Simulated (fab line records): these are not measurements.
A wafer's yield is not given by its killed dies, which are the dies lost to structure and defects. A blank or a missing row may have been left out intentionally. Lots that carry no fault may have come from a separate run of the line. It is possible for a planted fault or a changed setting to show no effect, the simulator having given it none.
Comparing a struck lot with a sound one	flow nandHarc	15 out of 1302 route steps
Sound: the wafers L662.2, L662.3, L662.4. Wafers L667.1, L667.2, L667.6 were the ones struck. The cause is given at the end.
Each step with rows lists, per side, the tool, then ch with its chambers, then its first start. Under that, the readings that differ: sound wafers	struck wafers	difference of the means	sigmas: that difference in standard deviations of wafers without a fault.
alike: same words and numbers on both sides, and readings whose means sit less than 2 such deviations apart. not compared: any withheld reading, any reading some wafer has no value for, any bound like >300 that may hide the same value, and any number with overlapping values for which the record gives no deviation.
The two part at a step that has a row with sigmas, a row that says differs or no value, or rows on one side only. Numbers that don't overlap but have no deviation are shown without sigmas and don't part them. A reading missing from all wafers of one side parts the sides only when that side holds two or more wafers.

NHARC_A_STAIRCASE_TRIM_202: chemistry O2, time 211.2 s.
  sound: rieDiel-13 ch 0,2,3; struck: rieDiel-01 ch 1,2,3
  alike: drypumpMotorCurrentA, mfcArSccm, o2FlowSccm, oesProductAu, rfVppV, showerheadPlenumPTorr, throttleValvePct
  not compared: rfHoursCounterH
NHARC_A_STAIRCASE_ETCH_203: etches the open film in C4F8/O2, target depth 100 nm, time 40.5 s.
  sound: rieDiel-13 ch 0,2,3; struck: rieDiel-01 ch 0,3
  alike: oesProductAu, rfVppV
  not compared: rfHoursCounterH
NHARC_A_STAIRCASE_STRIP_205: strips in O2.
  sound on plasmaAsher-02 ch 0,1, day 16 01:50; struck on plasmaAsher-02 ch 0,1, day 18 07:18
  alike: drypumpMotorCurrentA, heaterPowerW
  not compared: rfHoursCounterH
then, 8 steps without rows for these wafers: NHARC_A_STAIRCASE_STRIP_206 (strips in SPM, time 900 s); NHARC_A_STAIRCASE_PRECLEAN_207 (cleans in SC1); NHARC_A_STAIRCASE_SRD_208; NHARC_A_STAIRCASE_DEHYDRATE_209 (time 120 s); NHARC_A_STAIRCASE_HMDS_210 (time 30 s); NHARC_A_STAIRCASE_COAT_211; NHARC_A_STAIRCASE_SOFTBAKE_212 (time 170 s); NHARC_A_STAIRCASE_EBR_213.
NHARC_A_STAIRCASE_EXPOSE_214: exposes mask STAIR 3.
  sound on krfScanner-01 ch 0, day 16 02:58; struck on krfScanner-01 ch 0, day 18 08:27
reading	sound	struck	difference	sigmas
exposureDoseMJCm2	31.22 31.30 31.31	23.64 23.67 23.65	-7.62	-99 or more
  alike: mask
then, 2 steps without rows for these wafers: NHARC_A_STAIRCASE_PEB_215 (peb time 130 s); NHARC_A_STAIRCASE_DEVELOP_216 (time 140 s).
-- the record jumps here: 9 days lie between the struck wafers' starts before and after (it left off in module A_STAIRCASE and takes up again in module END, whose first step shown is number 1302 of the route) --
NHARC_END_SORT_01:
  at this point the record logs the struck wafers (prober-01 ch 0, day 26 22:44) and has no rows for the sound ones

== WHERE THEY PART ==
First at NHARC_A_STAIRCASE_EXPOSE_214; last, within this record, at NHARC_END_SORT_01.

WHY: what had been put in by the simulator
Drift in process parameters on krfScanner-01 at NHARC_A_STAIRCASE_EXPOSE_214, starting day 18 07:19. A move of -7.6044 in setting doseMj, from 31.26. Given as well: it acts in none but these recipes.
